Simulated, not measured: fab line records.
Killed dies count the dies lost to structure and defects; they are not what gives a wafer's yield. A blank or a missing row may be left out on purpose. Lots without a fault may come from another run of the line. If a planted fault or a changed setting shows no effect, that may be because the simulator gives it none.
fab line records    flow nand-harc
record: lots: 6  wafers: 18  last-day: 24
route steps=1159 shown A_M0@1005 END@1159
lots untouched by any fault: they come from a run of this same line in which no faults occurred
start-h: hours from the record's opening day to when the first of the lot's shown wafers began    wait-h: hours since the lot's step before    " the same as in the row above    L1.1+2: a single row standing in for several wafers    - value missing, or start not given    * or withheld: withheld    < > ~ a bound
route shown NAME@n: NAME is a module with steps in the file, n the number in the route of the first one    usual: mean and standard deviation over wafers with no fault    same: alike in all rows    chamber/n: place in a boat    sites: the reading at each site    _std_site: standard deviation across them    _edge_site: mean of outer sites minus mean of inner sites    radius-mm: how far each site lies from the wafer's centre    mask NAME#n: copy n    behind: the last tool/chamber to shape the wafer    hold: the reason the lot was held/the length of the hold in hours/how it ended    device: names the non-switching transistor (n, p or np)    end of line: the tests these same wafers got at the end of their route    where a step has no rows: the recipe by itself    killed: dies lost to structure and defects at the first sort, not the wafer's yield    map: per-die view of a wafer (x killed, . not killed, _ where there is no die)
set.NAME: the setting as run; set.NAME@STEP: as run at that earlier step    model.NAME: the simulator's own value behind a step, which no gauge read
a table for each step, a row for each wafer; lots at some steps of the route
services: the hour from which a tool's chamber was out of use, counted from the record's first day as start-h (under 0 if before that day), plus the number of hours and why
== steps ==
step: NHARC_A_M0_OVL_MEAS_10
recipe: pitch-nm: 160
usual: overlay-x-nm: -0.2/0.85  overlay-y-nm: 0.0/0.89
lot.wafer  tool        chamber  start-h  wait-h  overlay-x-nm  overlay-y-nm
L982.1     overlay-02  -        401.85   -       0.0           -1.5
L982.3     "           -        "        "       0.0           -1.7
L982.4     "           -        "        "       0.4           -1.8
L987.3     overlay-02  -        432.99   -       -0.4          0.7
L987.4     "           -        "        "       -0.4          1.2
L987.5     "           -        "        "       -0.3          0.9
L988.1     overlay-01  -        446.88   -       -1.3          -0.6
L988.3     "           -        "        "       -0.6          -1.1
L988.5     "           -        "        "       -0.7          -0.7
L990.2     overlay-01  -        456.69   -       0.3           0.4
L990.3     "           -        "        "       0.2           0.6
L990.4     "           -        "        "       -0.3          1.0
L100.2     overlay-02  -        515.07   -       0.7           -0.7
L100.4     "           -        "        "       0.2           -0.5
L100.6     "           -        "        "       0.1           -0.6
L101.1     overlay-02  -        518.55   -       0.8           -0.8
L101.2     "           -        "        "       1.0           -0.9
L101.4     "           -        "        "       0.3           -1.1
step: NHARC_A_M0_INSPECT_11
usual: raw-defect-count: 30/12
lot.wafer  tool               chamber  start-h  wait-h  raw-defect-count
L982.1     defect-inspect-02  -        401.88   0.0     19
L982.3     "                  -        "        "       22
L982.4     "                  -        "        "       23
L987.3     defect-inspect-02  -        433.03   0.0     33
L987.4     "                  -        "        "       30
L987.5     "                  -        "        "       31
L988.1     defect-inspect-02  -        446.92   0.0     41
L988.3     "                  -        "        "       36
L988.5     "                  -        "        "       44
L990.2     defect-inspect-02  -        456.73   0.0     22
L990.3     "                  -        "        "       29
L990.4     "                  -        "        "       27
L100.2     defect-inspect-02  -        515.11   0.0     16
L100.4     "                  -        "        "       19
L100.6     "                  -        "        "       27
L101.1     defect-inspect-02  -        518.58   0.0     38
L101.2     "                  -        "        "       32
L101.4     "                  -        "        "       30
step: NHARC_A_M0_DESCUM_14
recipe: time-s: 3  o2-flow-sccm: 200  ar-flow-sccm: 0  bias-power-w: 0  chemistry: O2
step: NHARC_A_M0_ETCH_34
recipe: target-depth-a: 400  overetch-a: 120  time-s: 43.94  ion-energy-ev: 200  n2-flow-sccm: 150  h2-flow-sccm: 150  ar-flow-sccm: 0  rf-w: 400  bias-w: 150  chemistry: N2/H2
usual: drypump-motor-current-A: 5.7/0.57  oes-product-au: 1.000/0.0079  rf-vpp-V: 431.3/2.5  showerhead-plenum-p-Torr: 2.07/0.084  throttle-valve-pct: 14.171/0.0087
lot.wafer  tool         chamber  start-h  wait-h  drypump-motor-current-A  oes-product-au  rf-hours-counter-h  rf-vpp-V  showerhead-plenum-p-Torr  throttle-valve-pct
L982.1     rie-diel-06  1        402.03   0.1     6.1                      1.001           11                  432.3     2.13                      14.165
L982.3     "            2        "        "       5.6                      0.992           11                  434.8     2.20                      14.156
L982.4     "            3        "        "       5.0                      0.987           10                  431.3     2.06                      14.172
L987.3     rie-diel-13  2        433.17   0.1     5.2                      1.002           10                  433.5     2.13                      14.158
L987.4     "            0        "        "       4.8                      1.000           10                  428.1     1.96                      14.177
L987.5     "            3        "        "       6.5                      1.001           -                   433.0     2.11                      14.175
L988.3     rie-diel-06  1        447.09   0.1     6.1                      0.996           2                   432.5     2.13                      14.179
L988.1     "            3        "        "       5.0                      1.006           2                   431.2     2.06                      14.177
L988.5     "            0        "        "       5.9                      0.998           -                   433.2     2.11                      14.160
L990.3     rie-diel-06  0        456.88   0.1     5.9                      0.992           2                   431.0     2.11                      14.168
L990.4     "            1        "        "       6.2                      0.996           2                   432.9     2.13                      14.183
L990.2     "            2        "        "       5.6                      1.009           2                   435.1     2.20                      14.181
L100.4     rie-diel-13  3        515.26   0.1     6.5                      1.005           4                   430.2     2.11                      14.164
L100.2     "            0        "        "       4.8                      0.987           4                   427.9     1.96                      14.166
L100.6     "            2        "        "       5.2                      0.994           -                   431.8     2.13                      14.163
L101.2     rie-diel-13  0        518.73   0.1     4.8                      1.003           5                   428.1     1.96                      14.160
L101.4     "            1        "        "       6.8                      0.999           5                   433.7     2.11                      14.169
L101.1     "            2        "        "       5.2                      1.001           5                   433.0     2.13                      14.169
step: NHARC_A_M0_ETCH_15
recipe: target-depth-a: 1500  overetch-a: 150  time-s: 82.5  c4f8-flow-sccm: withheld  ar-flow-sccm: 400  rf-w: 600  bias-w: 300  chemistry: C4F8/Ar
usual: oes-product-au: 0.954/0.019  rf-vpp-V: 441.7/2.4
lot.wafer  tool         chamber  start-h  wait-h  oes-product-au  rf-hours-counter-h  rf-vpp-V
L982.4     rie-diel-06  1        -        -       0.950           11                  444.3
L982.1     "            2        "        "       0.955           11                  443.9
L982.3     "            3        "        "       0.968           10                  440.6
L987.3     rie-diel-13  1        -        -       0.928           10                  444.1
L987.4     "            3        "        "       0.931           10                  442.2
L987.5     "            0        "        "       0.926           -                   437.3
L988.1     rie-diel-06  1        -        -       0.951           2                   442.9
L988.3     "            0        "        "       0.952           2                   443.1
L988.5     "            3        "        "       0.963           -                   440.7
L990.4     rie-diel-06  2        -        -       0.967           2                   445.5
L990.3     "            3        "        "       0.945           2                   440.8
L990.2     "            0        "        "       0.946           2                   441.9
L100.2     rie-diel-13  0        -        -       0.962           4                   438.9
L100.4     "            2        "        "       0.977           4                   443.2
L100.6     "            1        "        "       0.962           -                   443.0
L101.4     rie-diel-13  1        -        -       0.965           5                   443.6
L101.1     "            3        "        "       0.976           4                   442.1
L101.2     "            0        "        "       0.970           5                   439.0
step: NHARC_A_M0_CD_MEAS_16
usual: cd-nm: 80.2/0.74
lot.wafer  tool       chamber  start-h  wait-h  cd-nm
L982.1     cd-sem-01  -        402.24   -       80.0
L982.3     "          -        "        "       79.9
L982.4     "          -        "        "       79.9
L987.3     cd-sem-03  -        433.39   -       79.3
L987.4     "          -        "        "       79.4
L987.5     "          -        "        "       79.6
L988.1     cd-sem-03  -        447.32   -       79.7
L988.3     "          -        "        "       79.8
L988.5     "          -        "        "       80.3
L990.2     cd-sem-01  -        457.09   -       79.8
L990.3     "          -        "        "       79.1
L990.4     "          -        "        "       80.1
L100.2     cd-sem-03  -        515.47   -       81.4
L100.4     "          -        "        "       81.2
L100.6     "          -        "        "       81.2
L101.1     cd-sem-02  -        518.94   -       79.7
L101.2     "          -        "        "       80.7
L101.4     "          -        "        "       80.1
step: NHARC_A_M0_STRIP_18
recipe: power-w: 1000  n2-flow-sccm: 150  h2-flow-sccm: 150  ar-flow-sccm: 0  bias-w: 0  chemistry: N2/H2
usual: drypump-motor-current-A: 5.8/0.55  oes-product-au: 1.001/0.0076  rf-vpp-V: 90.8/0.96  showerhead-plenum-p-Torr: 2.05/0.089  throttle-valve-pct: 14.172/0.0083
lot.wafer  tool         chamber  start-h  wait-h  drypump-motor-current-A  oes-product-au  rf-hours-counter-h  rf-vpp-V  showerhead-plenum-p-Torr  throttle-valve-pct
L982.1     rie-diel-06  0        402.32   0.1     5.9                      0.989           10                  91.9      2.11                      14.168
L982.3     "            1        "        "       6.2                      1.010           11                  91.1      2.13                      14.182
L982.4     "            3        "        "       5.0                      0.998           10                  91.1      2.06                      14.170
L987.4     rie-diel-13  3        433.51   0.1     6.5                      1.002           10                  89.9      2.11                      14.169
L987.3     "            0        "        "       4.8                      0.992           10                  89.6      1.96                      14.177
L987.5     "            1        "        "       6.8                      0.994           -                   90.8      2.11                      14.171
L988.1     rie-diel-13  1        447.42   0.1     6.8                      1.001           10                  91.7      2.11                      14.173
L988.3     "            3        "        "       6.5                      1.005           11                  91.8      2.11                      14.180
L988.5     "            1        "        "       6.8                      0.999           -                   90.0      2.11                      14.171
L990.3     rie-diel-02  3        457.19   0.1     5.5                      1.003           9                   91.0      1.99                      14.160
L990.4     "            0        "        "       5.5                      1.019           9                   90.2      1.91                      14.179
L990.2     "            1        "        "       6.0                      1.003           9                   90.4      1.93                      14.170
L100.2     rie-diel-02  1        515.54   0.1     6.0                      0.998           0                   91.4      1.93                      14.165
L100.4     "            0        "        "       5.5                      0.999           0                   90.3      1.91                      14.166
L100.6     "            2        "        "       6.0                      1.009           -                   91.4      2.06                      14.176
L101.4     rie-diel-06  1        519.02   0.1     6.1                      0.995           6                   90.2      2.13                      14.173
L101.1     "            2        "        "       5.6                      1.007           5                   92.1      2.20                      14.165
L101.2     "            0        "        "       6.0                      0.991           6                   91.3      2.11                      14.173
step: NHARC_A_M0_STRIP_19
recipe: time-s: 600  temp-c: 30  chemistry: post-etch-residue-remover
step: NHARC_A_M0_DEGAS_28
recipe: temp-c: 250  time-s: 60
step: NHARC_A_M0_PRE_CLEAN_29
recipe: time-s: 30  temp-c: 280  gas: H2/He
step: NHARC_A_M0_PVD_20
recipe: target-thk-a: 50  bias-v: 168.6  power-w: 15000  chamber-pressure-pa: 0.12  time-s: 8.06  substrate-temp-c: 50  material: TaN
usual: throttle-valve-pct: 29.6/1
lot.wafer  tool            chamber  start-h  wait-h  throttle-valve-pct
L982.4     pvd-sputter-03  -        -        -       28.3
L982.3     "               -        "        "       29.8
L982.1     "               -        "        "       29.6
L987.4     pvd-sputter-01  -        -        -       29.9
L987.3     "               -        "        "       30.1
L987.5     "               -        "        "       28.6
L988.3     pvd-sputter-01  -        -        -       29.9
L988.1     "               -        "        "       30.3
L988.5     "               -        "        "       28.3
L990.4     pvd-sputter-01  -        -        -       28.5
L990.3     "               -        "        "       30.7
L990.2     "               -        "        "       30.2
L100.4     pvd-sputter-02  -        -        -       29.3
L100.2     "               -        "        "       29.8
L100.6     "               -        "        "       31.0
L101.2     pvd-sputter-03  -        -        -       29.0
L101.1     "               -        "        "       30.7
L101.4     "               -        "        "       29.9
step: NHARC_A_M0_PVD_21
recipe: target-thk-a: 300  chamber-pressure-pa: 5  power-w: 5000  substrate-temp-c: 30  time-s: 20.49  material: Cu
step: NHARC_A_M0_ECD_22
recipe: target-thk-a: 4000  bath-temp-c: 25  material: Cu
usual: bath-heat-duty-pct: 6.9/1  bath-temp-c: 25.00/0.099
lot.wafer  tool       chamber  start-h  wait-h  bath-heat-duty-pct  bath-temp-c
L982.1     ecd-cu-01  1        403.31   -       7.1                 24.87
L982.3     "          0        "        "       8.6                 24.92
L982.4     "          1        "        "       7.5                 24.99
L987.3     ecd-cu-02  1        434.50   -       -                   -
L987.4     "          0        "        "       -                   -
L987.5     "          1        "        "       -                   -
L988.1     ecd-cu-02  0        448.50   -       -                   -
L988.3     "          0        "        "       -                   -
L988.5     "          1        "        "       -                   -
L990.2     ecd-cu-02  0        458.07   -       5.5                 25.01
L990.4     "          0        "        "       5.5                 24.94
L990.3     "          1        "        "       7.1                 24.99
L100.2     ecd-cu-02  1        516.64   -       6.8                 25.09
L100.4     "          1        "        "       6.5                 24.99
L100.6     "          0        "        "       5.9                 25.14
L101.2     ecd-cu-01  0        519.92   -       8.0                 24.97
L101.1     "          1        "        "       7.3                 25.12
L101.4     "          1        "        "       7.3                 24.90
step: NHARC_A_M0_ANNEAL_30
recipe: temp-c: 225  time-s: 90
usual: wafer_temp_C_max: 226.3/0.66
lot.wafer  tool           chamber  start-h  wait-h  wafer_temp_C_max
L982.1     rtp-anneal-02  0        403.70   -       226.0
L982.3     "              0        "        "       225.6
L982.4     "              0        "        "       226.1
L987.3     rtp-anneal-01  0        434.89   0.3     227.7
L987.4     "              0        "        "       226.6
L987.5     "              0        "        "       227.1
L988.1     rtp-anneal-02  0        448.85   0.3     226.3
L988.3     "              0        "        "       225.9
L988.5     "              0        "        "       226.3
L990.2     rtp-anneal-02  0        458.50   -       225.7
L990.3     "              0        "        "       226.2
L990.4     "              0        "        "       226.3
L100.2     rtp-anneal-01  0        517.02   0.3     227.2
L100.4     "              0        "        "       226.4
L100.6     "              0        "        "       226.7
L101.1     rtp-anneal-01  0        520.30   0.3     226.6
L101.2     "              0        "        "       226.9
L101.4     "              0        "        "       227.0
step: NHARC_A_M0_CMP_23
recipe: t-overpolish-s: 20  target-thk-nm: 113.75
usual: motor-current-A: 12.8/1.3  time-to-endpoint-s: 28.8/2.1
lot.wafer  tool    chamber  start-h  wait-h  motor-current-A  time-to-endpoint-s
L982.1     cmp-04  3        404.05   -       12.1             28.6
L982.3     "       1        "        "       14.8             27.6
L982.4     "       2        "        "       11.3             30.6
L987.4     cmp-01  1        435.16   -       12.5             1.8
L987.3     "       3        "        "       13.2             1.2
L987.5     "       0        "        "       13.1             0.0
L988.3     cmp-04  3        449.26   -       11.7             3.0
L988.1     "       1        "        "       14.7             3.3
L988.5     "       3        "        "       11.7             2.6
L990.3     cmp-01  0        458.79   -       13.2             26.9
L990.4     "       1        "        "       12.9             29.2
L990.2     "       3        "        "       13.9             30.2
L100.2     cmp-01  2        517.32   -       11.8             30.2
L100.4     "       0        "        "       13.6             29.4
L100.6     "       3        "        "       12.8             30.8
L101.1     cmp-02  2        520.68   -       11.1             28.9
L101.4     "       3        "        "       12.3             26.5
L101.2     "       0        "        "       11.5             25.4
step: NHARC_A_M0_THK_MEAS_24
recipe: thk-meas-gauge: xrf
usual: thk-nm: 113.7/1.5
lot.wafer  tool           chamber  start-h  wait-h  thk-nm
L982.1     film-metro-02  -        404.37   -       113.9
L982.3     "              -        "        "       111.5
L982.4     "              -        "        "       113.2
L987.3     film-metro-01  -        435.45   -       30.8
L987.4     "              -        "        "       29.5
L987.5     "              -        "        "       30.2
L988.1     film-metro-02  -        449.54   -       29.3
L988.3     "              -        "        "       31.9
L988.5     "              -        "        "       30.2
L990.2     film-metro-01  -        459.10   -       115.4
L990.3     "              -        "        "       113.0
L990.4     "              -        "        "       116.1
L100.2     film-metro-01  -        517.63   -       111.4
L100.4     "              -        "        "       110.3
L100.6     "              -        "        "       113.4
L101.1     film-metro-01  -        520.96   -       113.6
L101.2     "              -        "        "       115.4
L101.4     "              -        "        "       111.0
step: NHARC_A_M0_SRD_25
step: NHARC_END_SORT_01
recipe: temp-c: 25
usual: defect-limited-yield: 95.8/1.2  killed-at-array: 24/7.4  killed-at-other: 0.5/0.81  killed-at-periphery: 3.4/2.3  killed-dies: 28/8  killed-open: 3.4/1.8  killed-short: 2.0/1.4  sort_bin_2_pct: 1.3/0.54  sort_bin_3_pct: 0.23/0.2  sort_bin_4_pct: 2.7/0.77  sort-n-pass: 649/8  sort-rim-yield-pct: 94.2/2.7  sort-yield-pct: 95.8/1.2
same: gross-dies: 677  sort_bin_5_pct[%]: 0  sort_bin_6_pct[%]: 0  sort_bin_7_pct[%]: 0  sort_bin_8_pct[%]: 0  sort-rim-n-gross: 106.00
lot.wafer  tool       chamber  start-h  wait-h  defect-limited-yield[%]  killed-at-array  killed-at-other  killed-at-periphery  killed-dies  killed-open  killed-short  sort_bin_2_pct[%]  sort_bin_3_pct[%]  sort_bin_4_pct[%]  sort-n-pass  sort-rim-yield-pct[%]  sort-yield-pct[%]
L982.1     prober-02  0        442.13   2.5     97.2                     17               0                2                    19           2            3             0.4                0.30               2.1                658          97.2                   97.2
L982.3     prober-02  0        443.73   3.1     96.0                     25               0                2                    27           4            2             1.5                0                  2.5                650          95.3                   96.0
L982.4     prober-02  0        444.54   3.4     95.9                     22               0                6                    28           6            1             1.2                0.30               2.7                649          99.1                   95.9
L987.3     prober-02  0        476.85   3.1     0                        674              0                3                    677          5            5             96.5               0.30               3.2                0            0                      0
L987.4     prober-02  0        477.63   3.4     0                        674              1                2                    677          6            3             97.5               0                  2.5                0            0                      0
L987.5     prober-02  0        478.42   3.6     0                        674              0                3                    677          3            0             97.2               0.15               2.7                0            0                      0
L988.1     prober-01  0        488.26   2.5     0                        673              1                3                    677          3            4             96.8               0.15               3.1                0            0                      0
L988.3     prober-01  0        489.85   3.1     0                        672              3                2                    677          1            1             96.9               0.15               3.0                0            0                      0
L988.5     prober-01  0        491.44   3.7     0                        672              0                5                    677          2            3             97.0               0.30               2.7                0            0                      0
L990.2     prober-01  0        498.26   2.8     95.4                     21               0                10                   31           2            6             1.6                0.15               2.8                646          94.3                   95.4
L990.3     prober-01  0        499.07   3.1     95.0                     26               0                8                    34           3            2             1.8                0.15               3.1                643          96.2                   95.0
L990.4     prober-01  0        499.88   3.4     94.7                     32               0                4                    36           4            2             1.5                0                  3.8                641          95.3                   94.7
L101.1     prober-01  0        569.45   2.5     94.4                     29               1                8                    38           2            4             1.3                0.15               4.1                639          91.5                   94.4
L101.2     prober-01  0        570.26   2.8     95.0                     29               0                5                    34           3            1             1.8                0.30               3.0                643          92.5                   95.0
L101.4     prober-01  0        571.87   3.4     94.7                     27               0                9                    36           1            1             1.5                0.30               3.5                641          93.4                   94.7
killed by level:class
L982.1 A_SLIT:chamber-film-flake=5 A_CONTACT:chamber-film-flake=5 A_WL_FILL:chamber-film-flake=2 P_GATE:geometric-particle:short=1 A_SGD_CUT:geometric-particle:short=1 A_CONTACT:geometric-particle:short=1 A_CONTACT:geometric-particle:open=1 A_M1:geometric-particle:open=1
L982.3 A_SLIT:chamber-film-flake=11 A_CONTACT:geometric-particle:open=4 A_CHANNEL_HOLE_D1:chamber-film-flake=3 A_WL_FILL:chamber-film-flake=2 A_CHANNEL_HOLE_D1:geometric-particle:short=1 A_M0:geometric-particle:short=1 P_ZERO_WELL:chamber-film-flake=1 P_GATE:chamber-film-flake=1
L982.4 A_SLIT:chamber-film-flake=9 A_WL_FILL:chamber-film-flake=3 P_M1:geometric-particle:open=2 P_CONTACT:chamber-film-flake=2 A_CHANNEL_HOLE_D1:chamber-film-flake=2 A_CONTACT:chamber-film-flake=2 P_CONTACT:geometric-particle:open=1 P_CONTACT:geometric-particle:short=1
L987.3 A_M0:area-ecd=643 A_SLIT:chamber-film-flake=11 A_CHANNEL_HOLE_D1:chamber-film-flake=10 A_CHANNEL_HOLE_D1:geometric-particle:short=2 A_CHANNEL_FILL_D1:geometric-particle:short=2 P_GATE:geometric-particle:open=1 P_M1:geometric-particle:open=1 A_SOURCE_PLATE:geometric-particle:open=1
L987.4 A_M0:area-ecd=653 A_CHANNEL_HOLE_D1:chamber-film-flake=10 A_SLIT:chamber-film-flake=5 P_CONTACT:geometric-particle:open=1 P_M0:geometric-particle:open=1 A_ONON_D1:geometric-particle:open=1 A_CHANNEL_HOLE_D1:geometric-particle:open=1 A_WL_FILL:geometric-particle:open=1
L987.5 A_M0:area-ecd=652 A_CHANNEL_HOLE_D1:chamber-film-flake=14 A_SLIT:chamber-film-flake=5 P_ZERO_WELL:chamber-film-flake=2 P_M1:geometric-particle:open=1 A_STAIRCASE:geometric-particle:open=1 A_M0:geometric-particle:open=1 A_STAIRCASE:chamber-film-flake=1
L988.1 A_M0:area-ecd=642 A_CHANNEL_HOLE_D1:chamber-film-flake=12 A_SLIT:chamber-film-flake=7 A_STAIRCASE:chamber-film-flake=3 A_CONTACT:chamber-film-flake=3 P_M0:geometric-particle:short=1 P_M1:geometric-particle:open=1 A_ONON_D1:geometric-particle:short=1
L988.3 A_M0:area-ecd=648 A_SLIT:chamber-film-flake=8 A_CONTACT:chamber-film-flake=6 A_CHANNEL_HOLE_D1:chamber-film-flake=6 THIN_TSV:chamber-film-flake=3 P_M0:geometric-particle:open=1 A_ONON_D1:geometric-particle:short=1 P_BONDPAD:chamber-film-flake=1
L988.5 A_M0:area-ecd=647 A_SLIT:chamber-film-flake=10 A_CHANNEL_HOLE_D1:chamber-film-flake=6 A_CONTACT:chamber-film-flake=3 P_BONDPAD:chamber-film-flake=2 A_STAIRCASE:chamber-film-flake=2 P_GATE:geometric-particle:open=1 P_M2:geometric-particle:open=1
L990.2 A_SLIT:chamber-film-flake=9 P_ZERO_WELL:chamber-film-flake=7 A_CHANNEL_FILL_D1:geometric-particle:short=3 A_WL_FILL:geometric-particle:short=3 P_STI:chamber-film-flake=2 A_WL_FILL:chamber-film-flake=2 P_CONTACT:geometric-particle:open=1 A_CHANNEL_HOLE_D1:geometric-particle:open=1
L990.3 A_SLIT:chamber-film-flake=11 A_CHANNEL_HOLE_D1:chamber-film-flake=4 P_ZERO_WELL:chamber-film-flake=3 A_STAIRCASE:chamber-film-flake=3 A_CONTACT:chamber-film-flake=3 P_STI:chamber-film-flake=2 P_CONTACT:geometric-particle:open=1 P_M0:geometric-particle:open=1
L990.4 A_SLIT:chamber-film-flake=10 A_CHANNEL_HOLE_D1:chamber-film-flake=6 A_STAIRCASE:chamber-film-flake=5 A_CONTACT:chamber-film-flake=4 A_WL_FILL:chamber-film-flake=2 P_STI:geometric-particle:short=1 P_GATE:geometric-particle:open=1 A_ONON_D1:geometric-particle:open=1
L101.1 A_SLIT:chamber-film-flake=9 A_CONTACT:chamber-film-flake=8 P_M2:chamber-film-flake=5 A_CHANNEL_HOLE_D1:chamber-film-flake=4 A_STAIRCASE:chamber-film-flake=3 A_CONTACT:geometric-particle:open=2 P_GATE:chamber-film-flake=2 P_M0:geometric-particle:short=1
L101.2 A_SLIT:chamber-film-flake=18 P_M2:chamber-film-flake=3 A_CHANNEL_HOLE_D1:chamber-film-flake=3 A_WL_FILL:chamber-film-flake=2 A_CONTACT:chamber-film-flake=2 P_M2:geometric-particle:open=1 A_WL_FILL:geometric-particle:short=1 A_WL_FILL:geometric-particle:open=1
L101.4 A_SLIT:chamber-film-flake=11 P_M2:chamber-film-flake=8 A_STAIRCASE:chamber-film-flake=4 A_CONTACT:chamber-film-flake=4 A_CHANNEL_HOLE_D1:chamber-film-flake=3 A_WL_FILL:chamber-film-flake=3 A_ONON_D1:geometric-particle:short=1 A_M0:geometric-particle:open=1
map L987.3 (x killed, . not)
____________x____________
_________xxxxxxx_________
_______xxxxxxxxxxx_______
______xxxxxxxxxxxxx______
_____xxxxxxxxxxxxxxx_____
____xxxxxxxxxxxxxxxxx____
____xxxxxxxxxxxxxxxxx____
___xxxxxxxxxxxxxxxxxxx___
___xxxxxxxxxxxxxxxxxxx___
__xxxxxxxxxxxxxxxxxxxxx__
__xxxxxxxxxxxxxxxxxxxxx__
_xxxxxxxxxxxxxxxxxxxxxxx_
_xxxxxxxxxxxxxxxxxxxxxxx_
_xxxxxxxxxxxxxxxxxxxxxxx_
_xxxxxxxxxxxxxxxxxxxxxxx_
_xxxxxxxxxxxxxxxxxxxxxxx_
xxxxxxxxxxxxxxxxxxxxxxxxx
xxxxxxxxxxxxxxxxxxxxxxxxx
xxxxxxxxxxxxxxxxxxxxxxxxx
xxxxxxxxxxxxxxxxxxxxxxxxx
xxxxxxxxxxxxxxxxxxxxxxxxx
_xxxxxxxxxxxxxxxxxxxxxxx_
_xxxxxxxxxxxxxxxxxxxxxxx_
_xxxxxxxxxxxxxxxxxxxxxxx_
_xxxxxxxxxxxxxxxxxxxxxxx_
_xxxxxxxxxxxxxxxxxxxxxxx_
__xxxxxxxxxxxxxxxxxxxxx__
__xxxxxxxxxxxxxxxxxxxxx__
___xxxxxxxxxxxxxxxxxxx___
___xxxxxxxxxxxxxxxxxxx___
____xxxxxxxxxxxxxxxxx____
____xxxxxxxxxxxxxxxxx____
_____xxxxxxxxxxxxxxx_____
______xxxxxxxxxxxxx______
_______xxxxxxxxxxx_______
_________xxxxxxx_________
____________x____________
map L988.1 (x killed, . not)
____________x____________
_________xxxxxxx_________
_______xxxxxxxxxxx_______
______xxxxxxxxxxxxx______
_____xxxxxxxxxxxxxxx_____
____xxxxxxxxxxxxxxxxx____
____xxxxxxxxxxxxxxxxx____
___xxxxxxxxxxxxxxxxxxx___
___xxxxxxxxxxxxxxxxxxx___
__xxxxxxxxxxxxxxxxxxxxx__
__xxxxxxxxxxxxxxxxxxxxx__
_xxxxxxxxxxxxxxxxxxxxxxx_
_xxxxxxxxxxxxxxxxxxxxxxx_
_xxxxxxxxxxxxxxxxxxxxxxx_
_xxxxxxxxxxxxxxxxxxxxxxx_
_xxxxxxxxxxxxxxxxxxxxxxx_
xxxxxxxxxxxxxxxxxxxxxxxxx
xxxxxxxxxxxxxxxxxxxxxxxxx
xxxxxxxxxxxxxxxxxxxxxxxxx
xxxxxxxxxxxxxxxxxxxxxxxxx
xxxxxxxxxxxxxxxxxxxxxxxxx
_xxxxxxxxxxxxxxxxxxxxxxx_
_xxxxxxxxxxxxxxxxxxxxxxx_
_xxxxxxxxxxxxxxxxxxxxxxx_
_xxxxxxxxxxxxxxxxxxxxxxx_
_xxxxxxxxxxxxxxxxxxxxxxx_
__xxxxxxxxxxxxxxxxxxxxx__
__xxxxxxxxxxxxxxxxxxxxx__
___xxxxxxxxxxxxxxxxxxx___
___xxxxxxxxxxxxxxxxxxx___
____xxxxxxxxxxxxxxxxx____
____xxxxxxxxxxxxxxxxx____
_____xxxxxxxxxxxxxxx_____
______xxxxxxxxxxxxx______
_______xxxxxxxxxxx_______
_________xxxxxxx_________
____________x____________
== services ==
tool            chamber  start-h  hours  kind
pvd-sputter-02  -        381.98   14.3   repair
rie-diel-13     0        383.00   -      clean
rie-diel-13     1        383.00   -      clean
ecd-cu-01       -        389.25   7.5    repair
pvd-sputter-02  -        396.29   10.0   pm
cmp-04          -        399.08   4.0    pm
rie-diel-06     -        418.20   9.0    pm
cmp-02          -        422.97   4.0    pm
pvd-sputter-01  -        437.04   1.4    repair
rie-diel-06     2        441.79   7.6    repair
ecd-cu-01       -        448.28   8.0    pm
rie-diel-13     -        453.00   9.0    pm
pvd-sputter-03  -        458.00   10.0   pm
ecd-cu-01       -        471.59   0.4    repair
cmp-01          -        473.50   4.0    pm
rie-diel-13     3        490.21   6.1    repair
rie-diel-02     2        490.50   7.8    repair
cmp-02          -        495.07   2.7    repair
cmp-04          -        497.19   4.0    pm
cmp-04          -        502.11   1.0    repair
pvd-sputter-01  -        503.72   3.3    repair
rie-diel-02     -        504.77   9.0    pm
cmp-02          -        508.23   1.6    repair
pvd-sputter-01  -        514.01   10.0   pm
== key ==
first-sign: step: NHARC_A_M0_ECD_22  reading: tool-record  direction: missing
effect: step: NHARC_A_M0_CMP_23  reading: time-to-endpoint-s  direction: down  sigmas: 13  usual: *  struck: *
effect: step: NHARC_A_M0_THK_MEAS_24  reading: thk-nm  direction: down  sigmas: 57  usual: 113.7  struck: 30.3
effect: step: NHARC_END_SORT_01  reading: sort_bin_2_pct  direction: up  sigmas: 99+  usual: 1.3  struck: 97.0
more-kills-born-at: NHARC_A_M0_ECD_22@ecd-cu-02: 3885
met-at NHARC_A_M0_ECD_22
struck-wafers L987.3,L987.4,L987.5,L988.1,L988.3,L988.5
later-rows-left-out L987.3,L987.4,L987.5,L988.1,L988.3,L988.5
fault: kind: skipped-step-whole  tool: ecd-cu-02  chamber: -  onset-h: 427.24  steps: NHARC_A_M0_ECD_22  scope: struck-lots-only
later-rows-left-out: the simulator's readings of these wafers behind a module that went badly wrong aren't trusted and aren't shown, but for the sort
